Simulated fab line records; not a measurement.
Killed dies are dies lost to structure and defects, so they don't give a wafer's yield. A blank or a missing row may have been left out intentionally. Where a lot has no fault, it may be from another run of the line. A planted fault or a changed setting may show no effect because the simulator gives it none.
One fault seen from 3 desks :: flow nandHarc :: numbers are kept per desk, each desk with only its own; the story behind them comes last

FOR THE TOOL OWNER'S DESK: aclDep-01
The tool's own readings at NHARC_P_GATE_HM_DEP_102 (deposits aC, target thk 120 nm): means of the sampled wafers that have a number, for each lot that ran on this tool. The brackets show how far a lot's mean lies from the usual mean; more than 4 standard deviations puts the lot out of limits, marked OUT.
Columns: A = throttleValvePct at NHARC_P_GATE_HM_DEP_102, usual 35.000 %
lot: L626
first seen here: day 5 13:19
A: 34.999

lot: L629
first seen here: day 6 11:34
A: 34.998

lot: L642
first seen here: day 11 19:46
A: 35.003

lot: L643
first seen here: day 11 23:58
A: 34.997
This desk's verdict: no lot among the 4 shows anything out of limits.

THE DEFECT DESK
Lot by lot, what the route's inspections counted, given as the mean of those sampled wafers with a number. The brackets show how far a lot's mean lies from the usual mean; more than 4 standard deviations puts the lot out of limits, marked OUT.
Columns: A = rawDefectCount at NHARC_P_GATE_INSPECT_28, usual 6.2
lot: L627
first seen here: day 5 14:21
A: 4.7

lot: L626
first seen here: day 5 14:35
A: 7.0

lot: L629
first seen here: day 6 12:49
A: 8.0

lot: L630
first seen here: day 6 18:34
A: 7.3

lot: L633
first seen here: day 7 20:44
A: 8.7

lot: L642
first seen here: day 11 20:53
A: 17.7

lot: L643
first seen here: day 12 01:23
A: 20.0 (+4.8) OUT

lot: L645
first seen here: day 12 20:40
A: 8.3

lot: L646
first seen here: day 13 13:44
A: 4.0

lot: L648
first seen here: day 14 01:41
A: 8.3

lot: L649
first seen here: day 14 15:32
A: 4.3
Finding of this desk: L643 out of limits; the first was L643 at day 12 01:23, on rawDefectCount at NHARC_P_GATE_INSPECT_28. Within limits: L627, L626, L629, L630, L633, L642, L645, L646, L648, L649.

THE METROLOGY DESK
What the gauges read, lot by lot, whatever tool the lot ran on: means of the sampled wafers that have a number. The brackets show how far a lot's mean lies from the usual mean; more than 4 standard deviations puts the lot out of limits, marked OUT.
Columns: A = cdNm at NHARC_P_ZERO_WELL_CD_MEAS_52, usual 1999.6 nm
lot: L626
first seen here: day 2 01:47
A: 1999.9

lot: L627
first seen here: day 2 12:06
A: 2002.1

lot: L629
first seen here: day 3 07:42
A: 2000.1

lot: L630
first seen here: day 3 18:22
A: 1998.9

lot: L633
first seen here: day 4 23:44
A: 1999.1

lot: L642
first seen here: day 8 17:55
A: 1998.3

lot: L643
first seen here: day 9 03:44
A: 2000.0

lot: L645
first seen here: day 10 00:16
A: 1999.6

lot: L646
first seen here: day 10 12:49
A: 1999.8

lot: L648
first seen here: day 11 05:46
A: 1999.0

lot: L649
first seen here: day 11 15:39
A: 2001.3
This desk's verdict: no lot among the 11 shows anything out of limits.

BROUGHT TOGETHER
The defect desk could have raised an alarm at day 12 01:23, on L643.
The tool owner's desk saw nothing out of limits.
Nothing out of limits was seen by the metrology desk.
The tool owner's desk has L643 on record, within its limits.
The metrology desk holds a record of L643, inside its limits.
Of the lots named, all ran NHARC_P_GATE_HM_DEP_102 on aclDep-01.

WHAT THE SIMULATOR HAD PUT IN
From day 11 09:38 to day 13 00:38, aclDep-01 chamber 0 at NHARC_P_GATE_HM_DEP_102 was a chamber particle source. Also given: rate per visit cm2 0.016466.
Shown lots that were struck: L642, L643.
Hours from the fault's start to each desk's first reading out of limits: the defect desk, 16.
